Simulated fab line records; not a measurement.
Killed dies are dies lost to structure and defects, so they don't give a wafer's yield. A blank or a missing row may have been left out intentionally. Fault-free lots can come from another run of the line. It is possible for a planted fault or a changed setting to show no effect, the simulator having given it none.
Comparing a struck lot with a sound one    flow n5_finfet    16 steps out of a route of 1938
Sound: wafers L826.1, L826.2, L826.3. Struck: wafer L835.1 (left out: L835.2, L835.5 of the same lot, which were not struck); the cause appears at the end.
Each step with rows lists, per side, the tool, then ch with its chambers, then its first start. Under that, the readings that differ: sound wafers    struck wafers    difference of the means    sigmas: that difference in standard deviations of wafers without a fault.
alike: a reading whose means differ by less than 2 such deviations, as well as words and numbers matching on both sides. not compared: withheld readings; readings where some wafer has no value; bounds like >300 that might hide an equal value; numbers whose values overlap and for which the record gives no deviation.
A row with sigmas, a row that says differs or no value, or rows on one side alone: a step with any of these is where the two part. Numbers that don't overlap but have no deviation are shown without sigmas and don't part them. A reading missing from all wafers of one side parts the sides only when that side holds two or more wafers.

first, 6 steps without rows for these wafers: N5_BEOL_M1_COAT_22 (resist thk 30 nm); N5_BEOL_M1_EBR_24; N5_BEOL_M1_SOFTBAKE_23 (time 60 s); N5_BEOL_M1_EXPOSE_25 (exposes mask V0, defocus 5 nm, target cd 24 nm); N5_BEOL_M1_PEB_26 (peb time 60 s); N5_BEOL_M1_DEVELOP_27 (develop time 30 s).
N5_BEOL_M1_CD_MEAS_28: target cd y 23.3 nm.
  sound on cd_sem-03 ch 0, day 6 21:55; struck on cd_sem-01 ch 0, day 9 09:30
  alike: cd_nm
N5_BEOL_M1_OVL_MEAS_29:
  sound on overlay-01 ch 0, day 6 21:57; struck on overlay-01 ch 0, day 9 09:32
  alike: V0_OVL
N5_BEOL_M1_INSPECT_30: inspects for defects (brightfield).
  struck on defect_inspect-01, day 9 09:36; sound on defect_inspect-01, day 6 22:01
  alike: raw_defect_count
N5_BEOL_M1_DESCUM_33: chemistry O2, time 7 s.
  sound on rie_diel-03 ch 0,2,3, day 6 22:02; struck on rie_diel-04 ch 0, day 9 09:38
  alike: drypump_motor_current_A, oes_product_au, rf_vpp_V, showerhead_plenum_p_Torr, throttle_valve_pct
  not compared: rf_hours_counter_h
N5_BEOL_M1_ETCH_77: etches underlayer in N2/H2, target depth 6.5 nm, time 5.2 s.
  sound on rie_diel-03 ch 0,2,3, day 6 22:05; struck on rie_diel-04 ch 0, day 9 09:40
  alike: drypump_motor_current_A, etch_rf_on_time_s, oes_product_au, rf_vpp_V, showerhead_plenum_p_Torr, throttle_valve_pct
  not compared: rf_hours_counter_h
N5_BEOL_M1_ETCH_69: etches SiARC in CF4, target depth 15.6 nm, time 26 s.
  sound on rie_diel-03 ch 0,2,3, day 6 22:05; struck on rie_diel-04 ch 0, day 9 09:41
  alike: cf4_flow_sccm, drypump_motor_current_A, etch_rf_on_time_s, oes_product_au, rf_vpp_V, showerhead_plenum_p_Torr, throttle_valve_pct
  not compared: rf_hours_counter_h
N5_BEOL_M1_ALD_98: deposits SiO2, target thk 2.5 nm, pulse time 1 s, co reactant pulse time 1 s.
  sound on ald_sin-01 ch 0,1,2, day 6 22:47; struck on ald_sin-01 ch 2, day 9 09:46
reading                                   sound        struck  difference  sigmas
ald_cycles                                17 17 17     19      +2          
model.SiO2_of_BEOL_M1_ALD_98.thk_nm (nm)  2.6 2.4 2.6  2.8     +0.3        
  alike: heater_power_w, precursor_pulse_height_rel
N5_BEOL_M1_ETCHBACK_99: etches SiO2 in CHF3, target depth 5 nm, time 10.4 s.
  sound on rie_diel-04 ch 0,2,3, day 7 01:24; struck on rie_diel-04 ch 3, day 9 16:20
  alike: drypump_motor_current_A, oes_product_au, rf_vpp_V, showerhead_plenum_p_Torr, throttle_valve_pct
  not compared: rf_hours_counter_h
N5_BEOL_M4_RC_MEAS_101:
  sound on prober-01 ch 0, day 8 13:04; struck on prober-01 ch 0, day 11 05:36
reading        sound        struck  difference  sigmas
ION_N (uA/um)  671 683 642  702     +37         +2
  alike: DIBL_N, DIBL_P, IOFF_N, IOFF_P, ION_P, SS_N, SS_P, VT_N, VT_P
-- record jumps: 4 days separate the struck wafers' starts on either side; left off in module BEOL_M4, taken up again in module PASSIVATION, whose first shown step is the route's number 1936 --
N5_PASSIVATION_PROBE_49:
  rows exist in the record for the struck wafers here (prober-01, day 15 17:17), but not for the sound ones

WHERE THEY PART
First at N5_BEOL_M4_RC_MEAS_101; last, within this record, at N5_PASSIVATION_PROBE_49.

WHY: the cause the simulator had injected
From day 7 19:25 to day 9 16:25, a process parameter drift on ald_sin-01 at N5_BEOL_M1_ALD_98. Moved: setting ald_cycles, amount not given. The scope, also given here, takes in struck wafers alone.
